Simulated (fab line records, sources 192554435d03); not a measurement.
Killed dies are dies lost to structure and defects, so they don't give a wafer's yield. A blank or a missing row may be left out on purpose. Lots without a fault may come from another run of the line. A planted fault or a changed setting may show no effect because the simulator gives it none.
fab line records | flow n5_finfet
record lots=11 wafers=31 last_day=18
route steps=1938 shown MOL_CONTACT_COAG@602 BEOL_M4@1111 PASSIVATION@1936
lots that met no fault: from a run of the same line without faults
start_h: hours from the record's first day to the start of the lot's first wafer shown | wait_h: hours since the lot's step before | " the same as in the row above | L1.1+2: a row that stands for several wafers | - no value, or no start given | * or withheld: withheld | < > ~ a bound
route shown NAME@n: a module of which the file shows steps, and the number in the route of the first | usual: mean/standard deviation of fault-free wafers | same: alike in all rows | chamber/n: place in a boat | sites: the reading at each site | _std_site: their standard deviation | _edge_site: outer sites' mean less inner sites' | radius_mm: how far each site lies from the wafer's centre | mask NAME#n: copy n | behind: the tool/chamber that last shaped the wafer | hold: why the lot was held/for how many hours/how that ended | device: the transistor (n, p or np) that didn't switch | end of line: the same wafers' tests at the end of the route | a step without rows: its recipe alone | killed: dies lost to structure and defects at the first sort, not the wafer's yield | map: a wafer's dies, x killed, . not, _ none there
set.NAME: the setting as run; set.NAME@STEP: as run at that earlier step | model.NAME: the simulator's own value behind a step, which no gauge read
steps of the route over a sample of lots; a table a step, a row a wafer
services: from which hour (start_h, from the record's first day; less than 0 if before it) a tool's chamber was out of use, for how many hours, and why
## steps
# step N5_MOL_CONTACT_COAG_CD_MEAS_40
# recipe target_cd_nm=25.1 landing_energy_ev=500 detector=se_inlens polarity=opening
# usual cd_nm=25.01/0.23
# columns lot.wafer tool chamber start_h wait_h cd_nm
L859.1 cd_sem-03 0 101.65 - 24.86
L859.2 " 0 " " 25.33
L859.3 " 0 " " 25.39
L861.3 cd_sem-03 0 110.75 - 24.91
L861.4 " 0 " " 25.02
L861.5 " 0 " " 25.21
L866.2 cd_sem-01 0 145.19 - 24.50
L866.3 " 0 " " 24.76
L869.1 cd_sem-02 0 160.14 - 25.08
L869.4 " 0 " " 25.29
L869.6 " 0 " " 25.36
L872.2 cd_sem-01 0 183.10 - 24.72
L872.4 " 0 " " 25.08
L873.3 cd_sem-01 0 191.02 - 24.81
L873.4 " 0 " " 25.22
L873.5 " 0 " " 25.54
L877.1 cd_sem-01 0 212.04 - 25.11
L877.3 " 0 " " 24.93
L877.4 " 0 " " 25.30
L878.2 cd_sem-03 0 219.03 - 24.96
L878.4 " 0 " " 24.94
L878.6 " 0 " " 25.08
L879.2 cd_sem-01 0 221.34 - 25.16
L879.3 " 0 " " 25.37
L879.5 " 0 " " 25.10
L881.1 cd_sem-03 0 240.50 - 25.42
L881.4 " 0 " " 25.17
L881.6 " 0 " " 25.05
L882.2 cd_sem-03 0 245.85 - 24.73
L882.5 " 0 " " 25.26
L882.6 " 0 " " 24.88
# step N5_MOL_CONTACT_COAG_ALD_133
# recipe material=SiO2 target_thk_a=50 temp_c=100 ald_precursor_family=BDEAS ald_co_reactant=O2-plasma pulse_time_s=1 co_reactant_pulse_time_s=1 purge_time_s=2 co_reactant_purge_time_s=2 ald_cycles=35 pressure_torr=2
# usual heater_power_w=76/7.3 precursor_pulse_height_rel=1.001/0.02
# columns lot.wafer tool chamber start_h wait_h heater_power_w precursor_pulse_height_rel
L859.1 ald_sin-04 0 102.16 0.3 67 1.003
L859.2 " 2 " " 84 1.021
L859.3 " 3 " " 86 1.044
L861.3 ald_sin-04 3 111.08 0.1 87 1.003
L861.4 " 0 " " 68 0.998
L861.5 " 1 " " 72 1.022
L866.2 ald_sin-04 0 145.83 0.1 70 1.025
L866.3 " 2 " " 80 1.015
L869.1 ald_sin-02 0 160.64 0.3 73 0.994
L869.4 " 2 " " 89 0.972
L869.6 " 2 " " 86 0.977
L872.2 ald_sin-02 3 183.36 0.1 68 0.992
L872.4 " 1 " " 72 0.977
L873.3 ald_sin-04 1 191.85 0.4 72 1.000
L873.4 " 2 " " 83 0.993
L873.5 " 3 " " 90 0.985
L877.1 ald_sin-02 0 212.95 0.5 74 1.007
L877.3 " 1 " " 71 1.029
L877.4 " 2 " " 86 1.011
L878.2 ald_sin-02 1 219.28 0.1 72 0.981
L878.4 " 3 " " 70 0.993
L878.6 " 1 " " 74 1.000
L879.2 ald_sin-04 2 221.72 0.2 83 1.016
L879.3 " 1 " " 74 1.017
L879.5 " 1 " " 72 1.000
L881.1 ald_sin-02 3 240.76 0.1 70 0.988
L881.4 " 0 " " 75 1.019
L881.6 " 2 " " 88 0.996
L882.2 ald_sin-04 3 246.43 0.2 89 1.020
L882.5 " 0 " " 67 1.027
L882.6 " 1 " " 74 1.041
# step N5_MOL_CONTACT_COAG_ETCHBACK_136
# recipe chemistry=CHF3 target=SiO2 target_depth_a=250 time_s=16.7 ion_energy_ev=200 pressure_mtorr=30 source_w=610 bias_w=170 Ar_flow_sccm=200 CHF3_flow_sccm=50
# usual drypump_motor_current_A=5.5/0.37 oes_product_au=0.81/0.073 rf_vpp_V=531/11 showerhead_plenum_p_Torr=2.42/0.077 throttle_valve_pct=18.69/0.25
# columns lot.wafer tool chamber start_h wait_h drypump_motor_current_A oes_product_au rf_hours_counter_h rf_vpp_V showerhead_plenum_p_Torr throttle_valve_pct
L859.1 rie_diel-02 2 102.48 0.0 6.4 0.88 31 517 2.54 18.71
L859.2 " 3 " " 5.2 0.80 108 524 2.40 18.76
L859.3 " 1 " " 5.0 0.81 75 526 2.53 18.74
L861.3 rie_diel-05 0 111.39 0.0 5.4 0.94 27 516 2.34 18.80
L861.4 " 1 " " 5.6 0.78 111 546 2.50 18.33
L861.5 " 0 " " 5.4 0.93 - 514 2.34 18.78
L866.2 rie_diel-01 3 146.21 0.0 5.8 0.78 104 520 2.41 19.05
L866.3 " 2 " " 5.2 0.80 73 533 2.40 18.26
L869.1 rie_diel-05 0 160.94 0.0 5.4 0.91 44 516 2.33 18.81
L869.4 " 3 " " 5.1 0.86 - 538 2.40 18.71
L869.6 " 0 " " 5.4 0.91 - 516 2.33 18.83
L872.2 rie_diel-05 2 183.66 0.0 5.2 0.68 249 527 2.43 18.68
L872.4 " 1 " " 5.6 0.76 137 545 2.49 18.37
L873.3 rie_diel-01 1 192.15 0.0 5.7 0.87 31 543 2.53 18.96
L873.4 " 0 " " 6.0 0.70 249 535 2.23 18.99
L873.5 " 2 " " 5.2 0.79 - 534 2.39 18.31
L877.1 rie_diel-02 2 213.25 0.0 6.3 0.82 64 514 2.53 18.79
L877.3 " 3 " " 5.2 0.76 140 523 2.38 18.79
L877.4 " 0 " " 4.8 0.75 161 541 2.35 18.50
L878.2 rie_diel-02 2 219.60 0.0 6.3 0.82 66 516 2.53 18.78
L878.4 " 0 " " 4.9 0.76 164 541 2.35 18.50
L878.6 " 3 " " 5.2 0.76 - 523 2.38 18.82
L879.2 rie_diel-01 0 222.03 0.0 6.0 0.99 3 547 2.52 18.49
L879.3 " 3 " " 5.7 0.75 135 519 2.40 19.09
L879.5 " 3 " " 5.7 0.74 - 521 2.40 19.10
L881.1 rie_diel-01 0 241.06 0.0 6.0 0.96 11 545 2.51 18.50
L881.4 " 3 " " 5.7 0.74 143 519 2.39 19.10
L881.6 " 1 " " 5.7 0.84 - 540 2.52 18.98
L882.2 rie_diel-01 1 246.73 0.0 5.7 0.84 53 540 2.52 18.99
L882.5 " 3 " " 5.7 0.75 - 519 2.39 19.10
L882.6 " 0 " " 6.0 0.95 - 545 2.51 18.52
# step N5_MOL_CONTACT_COAG_ETCH_124
# recipe chemistry=CH3F/O2 target=SiNx target_depth_a=65 mask_material=SOC stop_on=SiOC over_etch_frac=0.3 ion_energy_ev=120 pressure_mtorr=30 source_w=395 bias_w=73 Ar_flow_sccm=150 CH3F_flow_sccm=30 O2_flow_sccm=20 ends=end_point
# usual CH3F_flow_sccm=29.99/0.083 O2_flow_sccm=20.02/0.057 drypump_motor_current_A=5.5/0.37 oes_o_777_au=0.81/0.073 oes_product_au=0.69/0.056 rf_vpp_V=301/6.2 showerhead_plenum_p_Torr=2.04/0.068 throttle_valve_pct=16.27/0.23
# columns lot.wafer tool chamber start_h wait_h CH3F_flow_sccm O2_flow_sccm drypump_motor_current_A oes_o_777_au oes_product_au rf_hours_counter_h rf_vpp_V showerhead_plenum_p_Torr throttle_valve_pct
L859.1 rie_diel-02 2 102.54 0.0 30.03 20.04 6.3 0.83 0.75 31 292 2.14 16.29
L859.2 " 3 " " 30.15 19.96 5.2 0.83 0.66 108 298 2.02 16.38
L859.3 " 1 " " 30.01 19.97 5.0 0.81 0.71 75 300 2.13 16.28
L861.3 rie_diel-05 0 111.45 0.0 30.13 20.11 5.4 0.96 0.77 27 292 1.96 16.30
L861.4 " 1 " " 30.14 19.99 5.6 0.81 0.68 111 310 2.11 15.94
L861.5 " 0 " " 30.04 20.01 5.4 0.95 0.78 - 293 1.96 16.32
L866.2 rie_diel-01 3 146.27 0.0 30.10 19.98 5.7 0.78 0.67 104 295 2.02 16.59
L866.3 " 2 " " 29.99 20.10 5.2 0.76 0.71 73 303 2.01 15.87
L869.1 rie_diel-05 0 161.01 0.0 29.98 20.06 5.4 0.93 0.76 44 292 1.95 16.34
L869.4 " 3 " " 30.15 20.03 5.1 0.84 0.73 - 305 2.02 16.30
L869.6 " 0 " " 30.03 19.89 5.4 0.93 0.76 - 294 1.95 16.34
L872.2 rie_diel-05 2 183.72 0.0 30.02 20.00 5.2 0.68 0.59 249 300 2.04 16.33
L872.4 " 1 " " 29.99 20.03 5.6 0.80 0.66 137 309 2.10 15.99
L873.3 rie_diel-01 1 192.21 0.0 30.04 20.08 5.7 0.82 0.75 31 305 2.13 16.51
L873.4 " 0 " " 29.97 19.99 6.0 0.70 0.59 249 303 1.87 16.56
L873.5 " 2 " " 29.88 20.00 5.2 0.74 0.68 - 303 2.01 15.92
L877.1 rie_diel-02 2 213.31 0.0 - - - - - - - - -
L877.3 " 3 " " - - - - - - - - -
L877.4 " 0 " " - - - - - - - - -
L878.2 rie_diel-02 2 219.66 0.0 - - - - - - - - -
L878.4 " 0 " " - - - - - - - - -
L878.6 " 3 " " - - - - - - - - -
L879.2 rie_diel-01 0 222.09 0.0 - - - - - - - - -
L879.3 " 3 " " - - - - - - - - -
L879.5 " 3 " " - - - - - - - - -
L881.1 rie_diel-01 0 241.12 0.0 29.95 19.94 6.0 0.95 0.81 11 309 2.11 16.03
L881.4 " 3 " " 29.88 20.08 5.7 0.75 0.64 143 294 2.01 16.69
L881.6 " 1 " " 30.13 20.01 5.7 0.79 0.72 - 306 2.12 16.53
L882.2 rie_diel-01 1 246.80 0.0 30.09 19.99 5.7 0.79 0.72 53 305 2.12 16.53
L882.5 " 3 " " 30.03 20.05 5.7 0.75 0.65 - 293 2.01 16.68
L882.6 " 0 " " 29.94 19.99 6.0 0.94 0.81 - 309 2.11 16.03
# step N5_BEOL_M4_RC_MEAS_101
# usual DIBL_N=37.4/2.1 DIBL_P=37.8/2.5 IOFF_N=0.19/0.045 IOFF_P=0.24/0.05 ION_N=682/16 ION_P=467/11 SS_N=71.9/0.67 SS_P=73.6/0.76 VT_N=247/3.6 VT_P=-248/3.6
# columns lot.wafer tool chamber start_h wait_h DIBL_N[mV/V] DIBL_P[mV/V] IOFF_N[nA/um] IOFF_P[nA/um] ION_N[uA/um] ION_P[uA/um] SS_N[mV/dec] SS_P[mV/dec] VT_N[mV] VT_P[mV]
L859.1 prober-01 0 157.99 0.0 36.8 38.7 0.19 0.25 670 461 72.3 75.0 249 -249
L859.2 " 0 " " 37.8 39.0 0.23 0.27 679 460 72.1 74.4 246 -247
L859.3 " 0 " " 33.9 34.3 0.14 0.17 664 451 71.3 72.5 251 -252
L861.3 prober-02 0 185.35 0.3 35.1 34.3 0.15 0.19 694 475 71.3 72.7 249 -252
L861.4 " 0 " " 37.9 36.8 0.19 0.22 690 465 72.0 73.8 244 -249
L861.5 " 0 " " 36.0 33.6 0.14 0.18 650 447 72.1 73.1 253 -252
L866.2 prober-02 0 215.91 0.2 38.6 38.7 0.20 0.21 692 458 72.2 74.4 246 -255
L866.3 " 0 " " 36.3 36.8 0.16 0.19 667 448 72.1 73.4 246 -254
L869.1 prober-01 0 231.84 0.0 37.0 37.4 0.17 0.23 688 469 71.7 73.8 249 -246
L869.4 " 0 " " 42.1 43.0 0.29 0.36 691 468 72.6 74.5 244 -241
L869.6 " 0 " " 38.8 39.4 0.19 0.26 669 458 71.3 73.7 249 -245
L872.2 prober-02 0 254.80 1.0 34.6 33.4 0.14 0.15 664 440 71.1 73.0 254 -256
L872.4 " 0 " " 39.8 42.2 0.24 0.29 681 457 71.7 74.8 244 -248
L873.3 prober-02 0 259.51 0.3 38.9 38.7 0.21 0.27 671 464 72.6 74.2 245 -245
L873.4 " 0 " " 41.0 41.4 0.25 0.33 671 463 73.6 75.0 244 -241
L873.5 " 0 " " 38.5 37.7 0.21 0.26 693 470 73.0 73.8 244 -244
L881.1 prober-01 0 315.96 0.0 36.1 36.7 0.15 0.20 659 448 71.9 72.8 251 -252
L881.4 " 0 " " 35.7 36.4 0.15 0.21 656 452 71.4 73.3 248 -249
L881.6 " 0 " " 35.1 36.8 0.14 0.21 673 461 72.2 73.0 250 -252
L882.2 prober-02 0 330.09 0.2 32.9 33.6 0.11 0.19 677 477 70.8 72.6 253 -247
L882.5 " 0 " " 37.6 38.6 0.20 0.29 699 483 72.1 74.1 245 -245
L882.6 " 0 " " 31.9 32.6 0.10 0.18 665 468 71.5 72.6 257 -248
# step N5_PASSIVATION_PROBE_49
# usual killed_at_M0_to_M3=34/10 killed_at_M4_up=13/5.4 killed_at_contacts=13/6 killed_at_front_end=42/13 killed_at_other=4/3.2 killed_dies=107/18 killed_on_rim=14/4.2 killed_open=69/14 killed_short=35/7.7
# same gross_dies=1180 killed_at_back_side=0
# columns lot.wafer tool chamber start_h wait_h killed_at_M0_to_M3 killed_at_M4_up killed_at_contacts killed_at_front_end killed_at_other killed_dies killed_on_rim killed_open killed_short
L859.1 prober-02 - 265.70 0.0 25 26 9 33 0 93 13 61 28
L859.2 prober-02 - 265.75 0.1 23 10 17 43 1 94 11 54 39
L859.3 prober-02 - 265.80 0.1 29 18 25 30 2 104 16 67 33
L861.3 prober-01 - 287.61 0.1 25 14 15 23 1 78 12 55 22
L861.4 prober-01 - 287.66 0.2 30 13 17 32 3 95 9 58 34
L861.5 prober-01 - 287.71 0.2 37 12 13 32 3 97 14 61 35
L866.2 prober-02 - 315.63 0.1 29 8 7 69 2 115 15 86 29
L866.3 prober-02 - 315.68 0.1 45 16 15 36 2 114 13 69 42
L869.1 prober-01 - 342.57 0.0 22 17 18 61 7 125 17 79 42
L869.4 prober-01 - 342.72 0.2 35 11 21 43 1 111 13 77 34
L869.6 prober-01 - 342.82 0.3 36 6 18 43 2 105 14 64 40
L872.2 prober-01 - 357.46 0.1 39 10 23 49 6 127 15 88 31
L872.4 prober-01 - 357.56 0.2 60 14 7 48 4 133 14 85 41
L873.3 prober-02 - 361.36 0.1 48 11 15 78 11 163 25 104 53
L873.4 prober-02 - 361.41 0.2 45 11 11 71 3 141 16 79 60
L873.5 prober-02 - 361.46 0.2 55 11 14 72 2 154 22 94 59
L879.2 prober-01 - 394.95 0.1 25 14 1095 45 1 1180 152 58 40
L879.3 prober-01 - 395.00 0.1 51 15 1062 50 2 1180 152 83 48
L879.5 prober-01 - 395.10 0.2 33 14 1078 54 1 1180 152 63 42
L877.1 prober-02 - 407.78 0.0 28 11 1106 35 0 1180 152 56 30
L877.3 prober-02 - 407.88 0.1 39 21 1065 54 1 1180 152 99 30
L877.4 prober-02 - 407.93 0.2 25 15 1094 45 1 1180 152 56 40
L878.2 prober-02 - 420.85 0.1 33 16 1075 55 1 1180 152 73 36
L878.4 prober-02 - 420.95 0.2 40 6 1094 31 9 1180 152 70 41
L878.6 prober-02 - 421.05 0.3 17 12 1109 39 3 1180 152 52 30
L881.1 prober-01 - 424.68 0.0 55 17 8 38 2 120 17 87 27
L881.4 prober-01 - 424.83 0.2 43 21 13 56 2 135 19 78 53
L881.6 prober-01 - 424.93 0.3 54 15 18 42 4 133 18 86 38
L882.2 prober-02 - 432.52 0.1 24 17 8 65 7 121 19 72 43
L882.5 prober-02 - 432.67 0.2 19 14 27 59 6 125 24 81 38
L882.6 prober-02 - 432.72 0.3 33 17 21 48 10 129 17 86 36
# killed by level:class
L859.1 STI_FIN_REVEAL:geometric_particle:open=10 FIN_SAQP:geometric_particle:open=7 MOL_CONTACT_COAG:geometric_particle:open=7 BEOL_M4:geometric_particle:open=7 FIN_SAQP:geometric_particle:short=6 BEOL_M0_SAQP:geometric_particle:open=6 BEOL_M0_SAQP:geometric_particle:short=6 BEOL_M1:geometric_particle:open=6
L859.2 MOL_CONTACT_COAG:geometric_particle:open=12 FIN_SAQP:geometric_particle:short=11 STI_FIN_REVEAL:geometric_particle:open=8 FIN_SAQP:geometric_particle:open=7 MOL_CONTACT_COAG:geometric_particle:short=5 BEOL_M0_SAQP:geometric_particle:open=5 BEOL_M0_SAQP:geometric_particle:short=5 BEOL_M5:geometric_particle:open=4
L859.3 MOL_CONTACT_COAG:geometric_particle:open=21 BEOL_M0_SAQP:geometric_particle:short=9 STI_FIN_REVEAL:geometric_particle:open=7 BEOL_M4:geometric_particle:open=7 BEOL_M1:geometric_particle:open=7 FIN_SAQP:geometric_particle:open=5 FIN_SAQP:geometric_particle:short=5 MOL_CONTACT_COAG:geometric_particle:short=4
L861.3 MOL_CONTACT_COAG:geometric_particle:open=13 FIN_SAQP:geometric_particle:short=10 BEOL_M2:geometric_particle:open=8 BEOL_M0_SAQP:geometric_particle:open=5 STI_FIN_REVEAL:geometric_particle:open=4 BEOL_M5:geometric_particle:open=4 ILD0:geometric_particle:open=3 BEOL_M1:geometric_particle:open=3
L861.4 MOL_CONTACT_COAG:geometric_particle:open=11 BEOL_M1:geometric_particle:open=8 BEOL_M2:geometric_particle:open=7 MOL_CONTACT_COAG:geometric_particle:short=6 FIN_SAQP:geometric_particle:short=4 STI_FIN_REVEAL:geometric_particle:open=4 DUMMY_GATE:geometric_particle:open=4 BEOL_M0_SAQP:geometric_particle:short=4
L861.5 BEOL_M1:geometric_particle:open=13 MOL_CONTACT_COAG:geometric_particle:open=11 BEOL_M0_SAQP:geometric_particle:short=10 ILD0:geometric_particle:open=7 ILD0:geometric_particle:short=6 FIN_SAQP:geometric_particle:short=5 BEOL_M0_SAQP:geometric_particle:open=5 BEOL_M1:geometric_particle:short=5
L866.2 STI_FIN_REVEAL:geometric_particle:open=33 STI_FIN_REVEAL:geometric_particle:short=9 FIN_SAQP:geometric_particle:short=8 FIN_SAQP:geometric_particle:open=7 BEOL_M1:geometric_particle:open=6 BEOL_M0_SAQP:geometric_particle:open=5 BEOL_M0:geometric_particle:open=5 BEOL_M2:geometric_particle:open=5
L866.3 BEOL_M0_SAQP:geometric_particle:short=10 MOL_CONTACT_COAG:geometric_particle:open=10 BEOL_M0_SAQP:geometric_particle:open=9 STI_FIN_REVEAL:geometric_particle:open=8 BEOL_M3:geometric_particle:open=7 BEOL_M4:geometric_particle:open=7 FIN_SAQP:geometric_particle:open=6 BEOL_M0:geometric_particle:short=6
L869.1 STI_FIN_REVEAL:geometric_particle:open=16 FIN_SAQP:geometric_particle:open=14 MOL_CONTACT_COAG:geometric_particle:open=14 FIN_SAQP:geometric_particle:short=11 BEOL_M0_SAQP:geometric_particle:short=5 GATE_CUT:geometric_particle:open=5 BEOL_M2:geometric_particle:open=5 GATE_CUT:geometric_particle:short=4
L869.4 MOL_CONTACT_COAG:geometric_particle:open=17 STI_FIN_REVEAL:geometric_particle:open=10 BEOL_M2:geometric_particle:open=8 DUMMY_GATE:geometric_particle:open=7 FIN_SAQP:geometric_particle:open=6 BEOL_M3:geometric_particle:short=6 STARTING-WAFER:geometric_particle:short=6 FIN_SAQP:geometric_particle:short=5
L869.6 MOL_CONTACT_COAG:geometric_particle:open=14 FIN_SAQP:geometric_particle:open=13 FIN_SAQP:geometric_particle:short=9 BEOL_M0_SAQP:geometric_particle:open=9 DUMMY_GATE:geometric_particle:open=8 BEOL_M0_SAQP:geometric_particle:short=7 BEOL_M2:geometric_particle:open=5 BEOL_M2:geometric_particle:short=4
L872.2 MOL_CONTACT_COAG:geometric_particle:open=20 STI_FIN_REVEAL:geometric_particle:open=11 BEOL_M2:geometric_particle:open=9 BEOL_M0_SAQP:geometric_particle:open=9 BEOL_M3:geometric_particle:open=9 FIN_SAQP:geometric_particle:open=7 FIN_SAQP:geometric_particle:short=6 HKMG_FIN:area_etch=6
L872.4 FIN_SAQP:geometric_particle:open=13 BEOL_M0_SAQP:geometric_particle:open=13 BEOL_M0_SAQP:geometric_particle:short=13 BEOL_M2:geometric_particle:open=11 STI_FIN_REVEAL:geometric_particle:open=9 BEOL_M1:geometric_particle:open=7 BEOL_M3:geometric_particle:open=7 FIN_SAQP:geometric_particle:short=6
L873.3 STI_FIN_REVEAL:geometric_particle:open=17 BEOL_M1:geometric_particle:open=16 DUMMY_GATE:geometric_particle:open=14 MOL_CONTACT_COAG:geometric_particle:open=13 BEOL_M0_SAQP:geometric_particle:short=11 BEOL_M0_SAQP:geometric_particle:open=11 FIN_SAQP:geometric_particle:short=7 FIN_SAQP:geometric_particle:open=6
L873.4 FIN_SAQP:geometric_particle:short=18 STI_FIN_REVEAL:geometric_particle:open=13 FIN_SAQP:geometric_particle:open=10 GATE_CUT:geometric_particle:short=9 BEOL_M0_SAQP:geometric_particle:open=9 BEOL_M1:geometric_particle:open=9 DUMMY_GATE:geometric_particle:open=8 MOL_CONTACT_COAG:geometric_particle:open=7
L873.5 STI_FIN_REVEAL:geometric_particle:open=27 BEOL_M0_SAQP:geometric_particle:short=14 FIN_SAQP:geometric_particle:short=13 BEOL_M0_SAQP:geometric_particle:open=13 MOL_CONTACT_COAG:geometric_particle:open=13 BEOL_M1:geometric_particle:open=13 STI_FIN_REVEAL:geometric_particle:short=7 BEOL_M1:geometric_particle:short=7
L879.2 MOL_CONTACT_COAG:area_etch=1080 FIN_SAQP:geometric_particle:open=13 FIN_SAQP:geometric_particle:short=13 MOL_CONTACT_COAG:geometric_particle:open=11 BEOL_M0:geometric_particle:open=7 BEOL_M3:geometric_particle:open=7 MOL_CONTACT_COAG:geometric_particle:short=4 BEOL_M0_SAQP:geometric_particle:short=3
L879.3 MOL_CONTACT_COAG:area_etch=1048 BEOL_M3:geometric_particle:open=16 MOL_CONTACT_COAG:geometric_particle:open=12 BEOL_M1:geometric_particle:open=11 FIN_SAQP:geometric_particle:short=10 FIN_SAQP:geometric_particle:open=10 BEOL_M0_SAQP:geometric_particle:short=9 BEOL_M0_SAQP:geometric_particle:open=7
L879.5 MOL_CONTACT_COAG:area_etch=1070 FIN_SAQP:geometric_particle:open=12 FIN_SAQP:geometric_particle:short=11 DUMMY_GATE:geometric_particle:open=8 BEOL_M0_SAQP:geometric_particle:short=8 STARTING-WAFER:geometric_particle:open=7 MOL_CONTACT_COAG:geometric_particle:open=6 BEOL_M0_SAQP:geometric_particle:open=6
L877.1 MOL_CONTACT_COAG:area_etch=1089 MOL_CONTACT_COAG:geometric_particle:open=14 FIN_SAQP:geometric_particle:open=8 BEOL_M1:geometric_particle:open=7 BEOL_M3:geometric_particle:short=7 STI_FIN_REVEAL:geometric_particle:open=6 BEOL_M0_SAQP:geometric_particle:short=6 BEOL_M4:geometric_particle:open=4
L877.3 MOL_CONTACT_COAG:area_etch=1048 STI_FIN_REVEAL:geometric_particle:open=17 BEOL_M0_SAQP:geometric_particle:open=15 MOL_CONTACT_COAG:geometric_particle:open=13 FIN_SAQP:geometric_particle:open=12 BEOL_M0_SAQP:geometric_particle:short=9 BEOL_M7:geometric_particle:open=7 FIN_SAQP:geometric_particle:short=6
L877.4 MOL_CONTACT_COAG:area_etch=1083 MOL_CONTACT_COAG:geometric_particle:open=10 BEOL_M2:geometric_particle:short=8 DUMMY_GATE:geometric_particle:open=7 FIN_SAQP:geometric_particle:short=5 FIN_SAQP:geometric_particle:open=5 STARTING-WAFER:geometric_particle:short=5 STI_FIN_REVEAL:geometric_particle:open=5
L878.2 MOL_CONTACT_COAG:area_etch=1069 FIN_SAQP:geometric_particle:short=12 STI_FIN_REVEAL:geometric_particle:open=11 FIN_SAQP:geometric_particle:open=7 BEOL_M1:geometric_particle:open=7 BEOL_M2:geometric_particle:open=7 DUMMY_GATE:geometric_particle:open=6 BEOL_M3:geometric_particle:open=6
L878.4 MOL_CONTACT_COAG:area_etch=1069 MOL_CONTACT_COAG:geometric_particle:open=20 FIN_SAQP:geometric_particle:short=8 STI_FIN_REVEAL:geometric_particle:open=7 BEOL_M0_SAQP:geometric_particle:short=7 BEOL_M2:geometric_particle:open=7 BEOL_M3:geometric_particle:open=7 BEOL_M0_SAQP:geometric_particle:open=6
L878.6 MOL_CONTACT_COAG:area_etch=1096 FIN_SAQP:geometric_particle:open=13 MOL_CONTACT_COAG:geometric_particle:open=10 FIN_SAQP:geometric_particle:short=9 BEOL_M4:geometric_particle:short=7 STI_FIN_REVEAL:geometric_particle:open=4 DUMMY_GATE:geometric_particle:open=4 BEOL_M2:geometric_particle:open=4
L881.1 BEOL_M2:geometric_particle:open=18 BEOL_M0_SAQP:geometric_particle:open=10 FIN_SAQP:geometric_particle:open=8 BEOL_M4:geometric_particle:open=8 MOL_CONTACT_COAG:geometric_particle:open=7 BEOL_M1:geometric_particle:open=7 STI_FIN_REVEAL:geometric_particle:open=6 BEOL_M0_SAQP:geometric_particle:short=5
L881.4 BEOL_M0_SAQP:geometric_particle:short=13 FIN_SAQP:geometric_particle:open=10 STI_FIN_REVEAL:geometric_particle:open=10 BEOL_M4:geometric_particle:open=10 FIN_SAQP:geometric_particle:short=9 BEOL_M0_SAQP:geometric_particle:open=9 BEOL_M2:geometric_particle:open=9 MOL_CONTACT_COAG:geometric_particle:open=8
L881.6 BEOL_M0_SAQP:geometric_particle:open=15 MOL_CONTACT_COAG:geometric_particle:open=13 BEOL_M0_SAQP:geometric_particle:short=13 BEOL_M4:geometric_particle:open=10 BEOL_M2:geometric_particle:open=9 DUMMY_GATE:geometric_particle:open=7 FIN_SAQP:geometric_particle:open=5 STI_FIN_REVEAL:geometric_particle:open=5
L882.2 FIN_SAQP:geometric_particle:short=18 STI_FIN_REVEAL:geometric_particle:open=16 BEOL_M3:geometric_particle:open=16 BEOL_M4:geometric_particle:open=8 FIN_SAQP:geometric_particle:open=6 STI_FIN_REVEAL:geometric_particle:short=6 MOL_CONTACT_COAG:geometric_particle:open=6 DUMMY_GATE:geometric_particle:open=5
L882.5 MOL_CONTACT_COAG:geometric_particle:open=20 FIN_SAQP:geometric_particle:open=15 STI_FIN_REVEAL:geometric_particle:open=11 BEOL_M4:geometric_particle:open=8 FIN_SAQP:geometric_particle:short=7 MOL_CONTACT_COAG:geometric_particle:short=7 GATE_CUT:geometric_particle:short=5 BEOL_M2:geometric_particle:open=5
L882.6 STI_FIN_REVEAL:geometric_particle:open=15 MOL_CONTACT_COAG:geometric_particle:open=15 FIN_SAQP:geometric_particle:open=11 BEOL_M2:geometric_particle:short=10 BEOL_M3:geometric_particle:open=8 BEOL_M4:geometric_particle:open=8 FIN_SAQP:geometric_particle:short=6 MOL_CONTACT_COAG:geometric_particle:short=5
## services
# columns tool chamber start_h hours kind
ald_sin-02 1 84.49 15.9 repair
rie_diel-05 - 112.03 4.3 pm
ald_sin-02 3 117.54 10.8 repair
rie_diel-02 2 136.70 8.8 repair
ald_sin-02 1 144.57 6.7 repair
rie_diel-02 - 154.74 14.6 pm
rie_diel-05 2 159.38 5.2 repair
rie_diel-02 1 170.92 3.2 repair
rie_diel-05 2 185.33 - clean
rie_diel-05 2 185.33 - consumable_replace:focus_ring
rie_diel-05 2 185.33 22.6 scheduled_down
rie_diel-05 2 185.33 22.6 vent_cycle
rie_diel-01 0 194.65 - clean
rie_diel-01 0 194.65 - consumable_replace:focus_ring
rie_diel-01 0 194.65 - consumable_replace:showerhead
rie_diel-01 0 194.65 18.3 scheduled_down
rie_diel-01 0 194.65 18.3 vent_cycle
rie_diel-02 - 201.05 2.8 pm
ald_sin-04 - 214.41 2.8 pm
ald_sin-04 2 229.00 3.1 repair
ald_sin-04 0 229.66 8.0 repair
ald_sin-02 2 231.91 6.0 repair
## key
first_sign step=N5_MOL_CONTACT_COAG_ETCH_124 reading=tool_record direction=missing
effect step=N5_PASSIVATION_PROBE_49 reading=killed_at_contacts direction=up sigmas=99+ usual=13 struck=1086
more_kills_born_at N5_MOL_CONTACT_COAG_ETCH_124@rie_diel-02=6454 N5_MOL_CONTACT_COAG_ETCH_124@rie_diel-01=3198
met_at N5_MOL_CONTACT_COAG_ETCH_124
struck_lots L877,L878,L879
later_rows_left_out L877.1,L877.3,L877.4,L878.2,L878.4,L878.6,L879.2,L879.3,L879.5
tester_left_out L877,L878,L879
not_acting_at N5_MOL_CONTACT_COAG_CD_MEAS_40,N5_MOL_CONTACT_COAG_ALD_133,N5_MOL_CONTACT_COAG_ETCHBACK_136
onset_between 192.21 213.31
fault kind=skipped_step_whole tool=rie_diel-01,rie_diel-02 chamber=- onset_h=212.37 steps=N5_MOL_CONTACT_COAG_ETCH_124 scope=struck_lots_only
# tester_left_out: of these lots the tester's yield and bins aren't shown, on N5 and GAA mostly nor the transistor test; their killed dies are dies lost to structure and defects alone, not to doping, threshold or leakage, so they don't give the yield
# later_rows_left_out: the simulator's readings of these wafers behind a module that went badly wrong aren't trusted and aren't shown, but for the sort
